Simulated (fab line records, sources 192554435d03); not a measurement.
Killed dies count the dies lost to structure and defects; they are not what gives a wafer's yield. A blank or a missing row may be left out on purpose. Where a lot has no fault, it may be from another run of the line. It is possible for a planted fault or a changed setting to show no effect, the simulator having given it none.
Matching of chambers + flow n5 finfet + N5_BEOL_M1_VIA_ETCH_34 on rie diel-01: 4 sister chambers
The step etches the open film in C4F6/O2, target depth 67.8 nm, time 64.4 s. 4 wafers are shown with their chamber, then 9 later ones without.

== WAFERS WITH THEIR CHAMBER ==
| wafer  | chamber | drypump motor current A (A) |
|--------|---------|-----------------------------|
| L089.5 | 0       | 5.2                         |
| L092.1 | 3       | 5.9                         |
| L092.2 | 1       | 4.8                         |
| L092.3 | 2       | 6.0                         |

== WAFERS WHOSE CHAMBER IS MISSING ==
| wafer  | drypump motor current A (A) |
|--------|-----------------------------|
| L094.3 | 6.0                         |
| L094.5 | 5.9                         |
| L094.6 | 6.0                         |
| L095.1 | 4.9                         |
| L095.3 | 5.9                         |
| L095.6 | 6.0                         |
| L097.1 | 5.2                         |
| L097.3 | 5.9                         |
| L097.6 | 6.0                         |

== EACH ONE'S CHAMBER ==
| wafer  | from the rows above | in truth |
|--------|---------------------|----------|
| L094.3 | 2                   | 2        |
| L094.5 | 3                   | 3        |
| L094.6 | 2                   | 2        |
| L095.1 | 1                   | 1        |
| L095.3 | 3                   | 3        |
| L095.6 | 2                   | 2        |
| L097.1 | 0                   | 0        |
| L097.3 | 3                   | 3        |
| L097.6 | 2                   | 2        |
9 of 9 placed correctly. Left unplaced by these rows: 0. 0 placed wrongly.
How it was worked out, from the rows above alone: a wafer's distance from a chamber is the root of the sum, over the readings, of the square of ((its reading less the chamber's mean) divided by the reading's scatter). The wafer belongs to the nearest chamber; if the next one is less than 2 further off, it can't be placed. The mean given for a chamber averages the wafers shown for that chamber. The scatter: root of mean squared gap, hidden wafer to nearest shown wafer, with one shown wafer a chamber.
